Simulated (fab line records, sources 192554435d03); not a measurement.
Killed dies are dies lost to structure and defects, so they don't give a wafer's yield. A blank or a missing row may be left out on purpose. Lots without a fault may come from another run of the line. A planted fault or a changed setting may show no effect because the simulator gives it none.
fab line records | flow n5_finfet | part 2 of 2: steps 19 to 27 of 27
record lots=5 wafers=15 last_day=16
route steps=1938 shown SDB@350
lots that met no fault: from a run of the same line without faults
start_h: hours from the record's first day to the start of the lot's first wafer shown | wait_h: hours since the lot's step before | " the same as in the row above | L1.1+2: a row that stands for several wafers | - no value, or no start given | * or withheld: withheld | < > ~ a bound
route shown NAME@n: a module of which the file shows steps, and the number in the route of the first | usual: mean/standard deviation of fault-free wafers | same: alike in all rows | chamber/n: place in a boat | sites: the reading at each site | _std_site: their standard deviation | _edge_site: outer sites' mean less inner sites' | radius_mm: how far each site lies from the wafer's centre | mask NAME#n: copy n | behind: the tool/chamber that last shaped the wafer | hold: why the lot was held/for how many hours/how that ended | device: the transistor (n, p or np) that didn't switch | end of line: the same wafers' tests at the end of the route | a step without rows: its recipe alone | killed: dies lost to structure and defects at the first sort, not the wafer's yield | map: a wafer's dies, x killed, . not, _ none there
set.NAME: the setting as run; set.NAME@STEP: as run at that earlier step | model.NAME: the simulator's own value behind a step, which no gauge read
lots at some steps of the route; a table a step, a row a wafer
services: from which hour (start_h, from the record's first day; less than 0 if before it) a tool's chamber was out of use, for how many hours, and why
## steps
# step N5_SDB_ETCH_25
# recipe chemistry=C4F6/O2 target=SiO2 target_depth_a=100 time_s=3.3 ion_energy_ev=250 mask_material=SiNx pressure_mtorr=30 source_w=345 bias_w=185 Ar_flow_sccm=300 C4F6_flow_sccm=10 O2_flow_sccm=10
# usual C4F6_flow_sccm=9.998/0.029 chamber_pressure_mTorr=30.00/0.035 drypump_motor_current_A=5.5/0.37 oes_ar_750_au=0.78/0.085 oes_o_777_au=0.77/0.091 oes_product_au=0.78/0.09 rf_vpp_V=665/9.6 showerhead_plenum_p_Torr=2.83/0.1 throttle_valve_pct=21.16/0.2
# columns lot.wafer tool chamber start_h wait_h C4F6_flow_sccm chamber_pressure_mTorr drypump_motor_current_A oes_ar_750_au oes_o_777_au oes_product_au rf_hours_counter_h rf_vpp_V showerhead_plenum_p_Torr throttle_valve_pct
L074.4 rie_diel-05 1 69.22 1.4 10.007 30.05 5.5 0.76 0.73 0.76 148 674 2.75 21.31
L074.5 " 3 " " 9.983 30.00 5.7 0.69 0.67 0.70 - 662 2.70 21.35
L074.6 " 2 " " 9.954 30.02 5.9 0.75 0.76 0.75 - 672 2.96 21.02
L075.1 rie_diel-04 1 74.01 1.0 9.972 30.04 5.3 0.73 0.73 0.72 182 658 2.96 21.41
L075.2 " 3 " " 10.014 30.01 5.6 0.72 0.68 0.73 157 683 2.72 21.05
L075.5 " 3 " " 10.014 30.03 5.6 0.72 0.68 0.74 - 684 2.72 21.07
L082.2 rie_diel-04 2 119.70 0.0 9.974 29.98 4.8 0.92 0.92 0.93 20 674 2.79 21.03
L082.3 " 0 " " 9.980 29.99 5.9 0.72 0.69 0.72 175 659 2.72 21.32
L082.6 " 2 " " 9.984 29.99 4.8 0.92 0.92 0.92 - 673 2.79 21.02
L087.3 rie_diel-04 3 148.51 0.0 9.966 30.02 5.6 0.70 0.66 0.71 182 682 2.71 21.10
L087.4 " 0 " " 9.979 29.98 5.9 0.71 0.69 0.70 185 658 2.72 21.34
L087.5 " 2 " " 10.030 29.99 4.8 0.89 0.91 0.89 - 674 2.79 21.02
L093.4 rie_diel-05 2 179.95 0.0 9.993 29.94 5.9 0.71 0.73 0.71 197 670 2.94 21.07
L093.5 " 1 " " 9.990 29.98 5.5 0.73 0.69 0.73 - 675 2.73 21.36
L093.6 " 0 " " 10.026 30.03 5.0 0.80 0.79 0.80 - 663 2.85 20.66
# step N5_SDB_CUT_ETCH_26
# recipe chemistry=HBr/Cl2/O2 target=Si target_depth_a=1296 bt_time_s=20 mask_material=SiNx time_s=51.8 ion_energy_ev=* bias_w=* pressure_mtorr=10 icp_w=800 HBr_flow_sccm=150 Cl2_flow_sccm=80 O2_flow_sccm=12
# usual HBr_flow_sccm=149.9/0.41 chamber_pressure_mTorr=10.001/0.0099 drypump_motor_current_A=5.9/0.39 oes_o_777_au=1.01/0.048 oes_product_au=1.004/0.016 throttle_valve_pct=37.3/0.33
# columns lot.wafer tool chamber start_h wait_h HBr_flow_sccm chamber_pressure_mTorr drypump_motor_current_A oes_o_777_au oes_product_au rf_hours_counter_h throttle_valve_pct
L074.4 rie_si-04 0 69.30 0.1 150.0 10.009 5.7 0.98 0.980 171 37.3
L074.5 " 1 " " 149.3 9.999 6.1 1.02 1.037 - 37.6
L074.6 " 2 " " 149.4 10.003 5.4 1.02 1.010 - 36.8
L075.1 rie_si-04 3 74.09 0.1 151.1 10.003 6.3 0.97 0.988 87 37.4
L075.2 " 2 " " 149.4 10.008 5.4 1.02 1.008 93 36.8
L075.5 " 1 " " 150.4 9.994 6.1 1.02 1.029 - 37.6
L082.2 rie_si-04 1 119.79 0.1 149.8 10.011 6.1 1.02 1.029 90 37.6
L082.3 " 0 " " 149.7 10.001 5.6 0.98 0.984 172 37.3
L082.6 " 0 " " 149.8 9.993 5.6 0.98 0.974 - 37.3
L087.3 rie_si-01 3 148.60 0.1 149.9 10.010 6.7 1.14 1.012 7 37.0
L087.4 " 0 " " 149.8 9.995 6.0 1.00 0.991 95 37.5
L087.5 " 2 " " 150.1 10.012 5.4 1.00 1.015 - 37.1
L093.4 rie_si-01 0 180.08 0.1 149.7 10.009 6.0 1.00 0.994 - 37.5
L093.5 " 1 " " 150.2 9.998 6.0 0.98 0.999 - 37.6
L093.6 " 2 " " 149.8 9.980 5.4 1.01 1.018 - 37.1
# step N5_SDB_PRECLEAN_38
# recipe chemistry=dHF time_s=10 dilution=750:1 temp_c=25
# columns lot.wafer tool chamber start_h wait_h
L074.4+5+6 wet_bench-06 3,6,0 69.42 0.1
L075.1+2+5 wet_bench-06 2,4,0 74.21 0.1
L082.2+3+6 wet_bench-06 5,6,1 119.91 0.1
L087.3+4+5 wet_bench-06 7,2,1 148.71 0.1
L093.4+5+6 wet_bench-01 5,2,7 180.15 0.0
# step N5_SDB_PRECLEAN_39
# recipe chemistry=O3/DIW time_s=45 temp_c=22 o3_ppm=10
# columns lot.wafer tool chamber start_h wait_h
L074.4+5+6 wet_bench-06 3,6,0 69.42 0.0
L075.1+2+5 wet_bench-06 2,4,0 74.21 0.0
L082.2+3+6 wet_bench-06 5,6,1 119.91 0.0
L087.3+4+5 wet_bench-06 7,2,1 148.72 0.0
L093.4+5+6 wet_bench-01 5,2,7 180.15 0.0
# step N5_SDB_SRD_28
# recipe dry=ipa_marangoni time_s=30 temp_c=23 rinse_liquid=diw
# columns lot.wafer tool chamber start_h wait_h
L074.4+5+6 wet_bench-06 3,6,0 69.44 0.0
L075.1+2+5 wet_bench-06 2,4,0 74.23 0.0
L082.2+3+6 wet_bench-06 5,6,1 119.92 0.0
L087.3+4+5 wet_bench-06 7,2,1 148.73 0.0
L093.4+5+6 wet_bench-01 5,2,7 180.17 0.0
# step N5_SDB_ALD_29
# recipe material=SiNx target_thk_a=300 temp_c=400 ald_precursor_family=SiH2I2 ald_co_reactant=N2/H2-plasma pulse_time_s=1 ald_cycles=600 purge_time_s=2 co_reactant_purge_time_s=2 pressure_torr=2
# usual heater_power_w=826/74 precursor_pulse_height_rel=0.998/0.021 susceptor_temp_C=399.99/0.22
# columns lot.wafer tool chamber start_h wait_h heater_power_w precursor_pulse_height_rel susceptor_temp_C
L074.4 ald_sin-04 2 69.48 0.0 708 1.035 399.44
L074.5 " 3 70.84 1.4 775 1.007 399.82
L074.6 " 0 " " 879 0.992 399.78
L075.1 ald_sin-02 2 74.30 0.1 728 0.992 400.03
L075.2 " 3 " " 792 1.011 399.56
L075.5 " 0 75.66 1.4 868 1.013 399.86
L082.2 ald_sin-03 1 119.97 0.0 913 1.041 400.02
L082.3 " 2 " " 867 1.018 400.26
L082.6 " 3 121.32 1.4 894 0.988 400.10
L087.3 ald_sin-02 0 148.78 0.0 894 1.008 400.16
L087.4 " 2 " " 724 1.007 399.64
L087.5 " 0 150.13 1.4 901 0.974 399.89
L093.4 ald_sin-02 0 180.75 0.6 902 0.995 400.08
L093.5 " 0 182.10 1.9 870 1.003 399.72
L093.6 " 3 " " 778 1.038 400.24
# step N5_SDB_CMP_30
# recipe stop_on=poly-Si t_overpolish_s=1.54 post_cmp_clean=alkaline_brush down_force_psi=4.1491 platen_rpm=51.796 pad_velocity_m_s=1.0306 target_thk_nm=30
# usual edge_zone_pressure_frac=1.000/0.0054 motor_current_A=12.2/1.4 overpolish_run_s=1.540/0.0089 time_to_endpoint_s=18.8/2.5
# columns lot.wafer tool chamber start_h wait_h edge_zone_pressure_frac motor_current_A overpolish_run_s time_to_endpoint_s
L074.4 cmp-01 0 72.26 1.4 0.998 10.6 1.534 18.8
L074.6 " 3 " " 0.989 13.3 1.545 23.2
L074.5 " 0 " " 0.991 10.4 1.526 18.3
L075.1 cmp-04 2 77.07 1.4 1.002 10.9 1.533 17.5
L075.2 " 0 " " 1.006 11.7 1.540 16.9
L075.5 " 2 " " 1.000 10.9 1.551 16.5
L082.2 cmp-03 2 122.90 1.6 1.001 15.5 1.539 20.7
L082.3 " 1 " " 0.999 13.9 1.541 18.1
L082.6 " 2 " " 1.000 15.0 1.546 21.7
L087.4 cmp-04 1 151.55 1.4 1.008 12.7 1.549 20.5
L087.3 " 2 " " 1.001 10.9 1.544 17.1
L087.5 " 1 " " 0.987 13.1 1.531 22.7
L093.4 cmp-04 0 183.49 1.4 1.007 10.8 1.546 19.1
L093.6 " 0 " " 1.004 11.7 1.525 17.2
L093.5 " 1 " " 1.003 13.0 1.524 20.5
# step N5_SDB_THK_MEAS_31
# recipe reads=a-Si_of_DUMMY_GATE_CVD_03
# usual SDB_THK=64.3/1.1
# columns lot.wafer tool chamber start_h wait_h SDB_THK[nm]
L074.4 film_metro-02 - 72.51 - 63.9
L074.5 " - " " 65.0
L074.6 " - " " 64.7
L075.1 film_metro-01 - 77.33 - 64.3
L075.2 " - " " 64.3
L075.5 " - " " 65.4
L082.2 film_metro-01 - 123.19 - 64.0
L082.3 " - " " 63.4
L082.6 " - " " 64.7
L087.3 film_metro-01 - 151.81 - 63.7
L087.4 " - " " 64.6
L087.5 " - " " 63.2
L093.4 film_metro-01 - 183.79 - 64.3
L093.5 " - " " 63.3
L093.6 " - " " 63.5
# step N5_SDB_INSPECT_36
# recipe inspect_instrument=darkfield mode=post_cmp
# usual raw_defect_count=43/20
# columns lot.wafer tool chamber start_h wait_h raw_defect_count
L074.4 defect_inspect-02 - 72.54 0.0 42
L074.5 " - " " 28
L074.6 " - " " 45
L075.1 defect_inspect-02 - 77.36 0.0 37
L075.2 " - " " 8
L075.5 " - " " 14
L082.2 defect_inspect-01 - 123.22 0.0 26
L082.3 " - " " 38
L082.6 " - " " 76
L087.3 defect_inspect-01 - 151.83 0.0 65
L087.4 " - " " 37
L087.5 " - " " 42
L093.4 defect_inspect-01 - 183.81 0.0 34
L093.5 " - " " 44
L093.6 " - " " 27
## services
# columns tool chamber start_h hours kind
wet_bench-06 - 43.91 0.8 repair
arfi_scanner-02 - 58.30 1.0 pm
cmp-04 - 61.39 5.4 repair
rie_diel-02 - 63.38 14.6 pm
wet_bench-06 - 75.03 4.4 repair
arfi_scanner-02 - 76.17 2.3 repair
ald_sin-02 - 86.82 14.0 pm
arfi_scanner-02 - 93.21 1.3 pm
wet_bench-01 - 95.55 1.5 repair
cmp-04 - 95.93 3.9 pm
rie_diel-04 - 99.96 4.3 pm
rie_diel-02 - 110.97 2.8 pm
rie_diel-05 0 113.45 3.9 repair
rie_diel-05 - 116.55 0.5 repair
cmp-04 - 118.36 4.0 pm
cmp-04 - 122.36 11.9 pm
arfi_scanner-02 - 131.34 1.0 pm
cmp-04 - 141.18 2.3 repair
rie_diel-04 3 144.48 1.3 repair
arfi_scanner-02 - 147.07 0.8 pm
plasma_asher-01 - 152.33 4.6 repair
arfi_scanner-02 - 157.80 2.2 repair
rie_diel-04 1 165.57 6.6 repair
rie_diel-02 1 169.13 2.1 repair
